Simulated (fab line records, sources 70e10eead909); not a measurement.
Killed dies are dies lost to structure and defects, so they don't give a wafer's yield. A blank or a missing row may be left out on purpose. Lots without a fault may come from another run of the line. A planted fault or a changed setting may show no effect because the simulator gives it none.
Chamber matching | flow nand_harc | NHARC_P_GATE_ALD_36 on ald_sin-01: 4 sister chambers
The step deposits SiNx, target thk 20 nm, pulse time 60 s, ald cycles 223. 8 wafers are shown with their chamber, then 7 later ones without.

WAFERS WITH THEIR CHAMBER
wafer  | chamber | heater_power_w (W) | precursor_pulse_height_rel
L079.3 | 1       | 835                | 0.970
L079.6 | 2       | 849                | 0.979
L082.1 | 2       | 839                | 1.027
L085.3 | 3       | 745                | 1.007
L085.6 | 0       | 917                | 0.961
L085.5 | 1       | 804                | 1.001
L088.4 | 3       | 749                | 1.015
L088.5 | 0       | 876                | 1.008

WAFERS WITHOUT THEIR CHAMBER
wafer  | heater_power_w (W) | precursor_pulse_height_rel
L088.6 | 813                | 1.006
L094.4 | 901                | 1.000
L094.2 | 747                | 1.053
L094.6 | 895                | 1.002
L097.2 | 875                | 1.014
L097.3 | 903                | 1.011
L097.5 | 745                | 1.013

WHICH CHAMBER EACH WENT THROUGH
wafer  | from the rows above          | in truth
L088.6 | can't be placed: 1 or 2      | 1
L094.4 | 0                            | 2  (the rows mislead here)
L094.2 | 3                            | 3
L094.6 | 0                            | 0
L097.2 | can't be placed: 0 or 2 or 1 | 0
L097.3 | 0                            | 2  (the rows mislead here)
L097.5 | 3                            | 3
Placed correctly: 3 of 7. Can't be placed from these rows: 2 (the true chamber is among the candidates in 2). Placed wrongly: 2.
How it was worked out, from the rows above alone: a wafer's distance from a chamber is the root of the sum, over the readings, of the square of ((its reading less the chamber's mean) divided by the reading's scatter). The wafer belongs to the nearest chamber; if the next one is less than 2 further off, it can't be placed. A chamber's mean is the mean of its shown wafers. The scatter: the root of (the sum of the squares of (reading less its chamber's mean) over the shown wafers, divided by (wafers less chambers)).
